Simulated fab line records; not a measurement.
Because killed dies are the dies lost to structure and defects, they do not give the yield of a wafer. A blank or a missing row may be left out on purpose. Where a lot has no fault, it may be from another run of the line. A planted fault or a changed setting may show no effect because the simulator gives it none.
Which of the tools did it? | flow n5_finfet | 11 lots with 31 wafers sampled at 5 steps, on a route of 1938 steps

## WHAT THE GAUGES SHOWED, per wafer
N5_BEOL_M2_THK_MEAS_01.
lot  | measured     | on            | M2_ILD_THK (nm)
L244 | day 7 04:20  | film_metro-01 | 78.0 78.8 79.3
L245 | day 7 07:49  | film_metro-01 | 77.9 80.1
L248 | day 8 09:20  | film_metro-01 | 78.1 79.3 80.0
L251 | day 9 01:56  | film_metro-01 | 155.9 158.2 156.9
L255 | day 10 10:52 | film_metro-01 | 156.7 159.1 159.0
L258 | day 10 23:31 | film_metro-02 | 155.9 156.7 156.7
L259 | day 11 02:34 | film_metro-01 | 77.1 79.0
L260 | day 11 13:04 | film_metro-01 | 77.5 79.5 78.8
L262 | day 11 20:40 | film_metro-01 | 78.9 77.2 79.4
L263 | day 12 01:38 | film_metro-02 | 78.2 77.7 79.3
L265 | day 12 09:05 | film_metro-01 | 78.1 78.0 80.3

## WHAT TOOL EACH LOT RAN ON (gives the tool, then ch and the chambers of the sampled wafers, and finally the start)
lot  | N5_BEOL_M1_ANNEAL_89         | N5_BEOL_M1_SPUTTER_90        | N5_BEOL_M1_SPUTTER_96        | N5_BEOL_M2_ILD_DEP_00
L244 | pvd_sputter-01, day 7 02:05  | pvd_sputter-01, day 7 02:14  | pvd_sputter-01, day 7 02:53  | pecvd-04 ch 1,2, day 7 04:16
L245 | pvd_sputter-01, day 7 05:46  | pvd_sputter-01, day 7 05:55  | pvd_sputter-01, day 7 06:34  | pecvd-04 ch 0,2, day 7 07:45
L248 | pvd_sputter-01, day 8 07:20  | pvd_sputter-01, day 8 07:29  | pvd_sputter-01, day 8 08:08  | pecvd-03 ch 0,1,2, day 8 09:16
L251 | pvd_sputter-02, day 8 23:43  | pvd_sputter-02, day 8 23:52  | pvd_sputter-02, day 9 00:31  | pecvd-04 ch 0,1,2, day 9 01:38
L255 | pvd_sputter-02, day 10 08:17 | pvd_sputter-02, day 10 08:25 | pvd_sputter-02, day 10 09:05 | pecvd-01 ch 0,2, day 10 10:34
L258 | pvd_sputter-03, day 10 21:04 | pvd_sputter-03, day 10 21:12 | pvd_sputter-03, day 10 21:52 | pecvd-01 ch 0,1,2, day 10 23:13
L259 | pvd_sputter-03, day 11 00:27 | pvd_sputter-03, day 11 00:35 | pvd_sputter-03, day 11 01:15 | pecvd-01 ch 1,2, day 11 02:31
L260 | pvd_sputter-03, day 11 11:05 | pvd_sputter-03, day 11 11:13 | pvd_sputter-03, day 11 11:53 | pecvd-04 ch 1,2, day 11 12:59
L262 | pvd_sputter-02, day 11 18:30 | pvd_sputter-02, day 11 18:38 | pvd_sputter-02, day 11 19:18 | pecvd-04 ch 0,2, day 11 20:37
L263 | pvd_sputter-02, day 11 22:54 | pvd_sputter-02, day 11 23:02 | pvd_sputter-02, day 11 23:42 | pecvd-03 ch 0,1,2, day 12 01:34
L265 | pvd_sputter-03, day 12 07:06 | pvd_sputter-03, day 12 07:14 | pvd_sputter-03, day 12 07:54 | pecvd-03 ch 0,1,2, day 12 09:01
- N5_BEOL_M1_ANNEAL_89: time 240 s.
- N5_BEOL_M1_SPUTTER_90: material Cu, target thk 4.5 nm, time 8.29 s.
- N5_BEOL_M1_SPUTTER_96: material Cu, target thk 4.5 nm, time 8.29 s.
- N5_BEOL_M2_ILD_DEP_00: deposits SiOC from DEMS/O2, target thk 79 nm, time 15.3 s.

## THE ANSWER, worked out from the rows above alone
Rule: the lots themselves supply what counts as usual. Put in order of their means at a reading, lots are off if they are a third of the lots or fewer, leave a main group of 4 or more, and stand apart from it by a gap of 3 or more times the standard deviation of the main group's means; of several such gaps the widest counts. The tables above print the reading to a certain number of digits; a main group whose means all agree to those digits is not used. A lot without any number at a reading at which 4 lots or more have one is off too. Any other lot the step has rows for is counted as sound.
Off: L251, L255, L258, at N5_BEOL_M2_THK_MEAS_01 (M2_ILD_THK). Mean 78.6 nm and standard deviation 0.32 in the main group.
A tool fits if, at a process step before that reading, it ran every lot that is off, and no sound lot after the first of them. Those tools and the gauges at N5_BEOL_M2_THK_MEAS_01 are tried in the same way. None of those tried fits.

## WHAT THE SIMULATOR HAD PUT IN
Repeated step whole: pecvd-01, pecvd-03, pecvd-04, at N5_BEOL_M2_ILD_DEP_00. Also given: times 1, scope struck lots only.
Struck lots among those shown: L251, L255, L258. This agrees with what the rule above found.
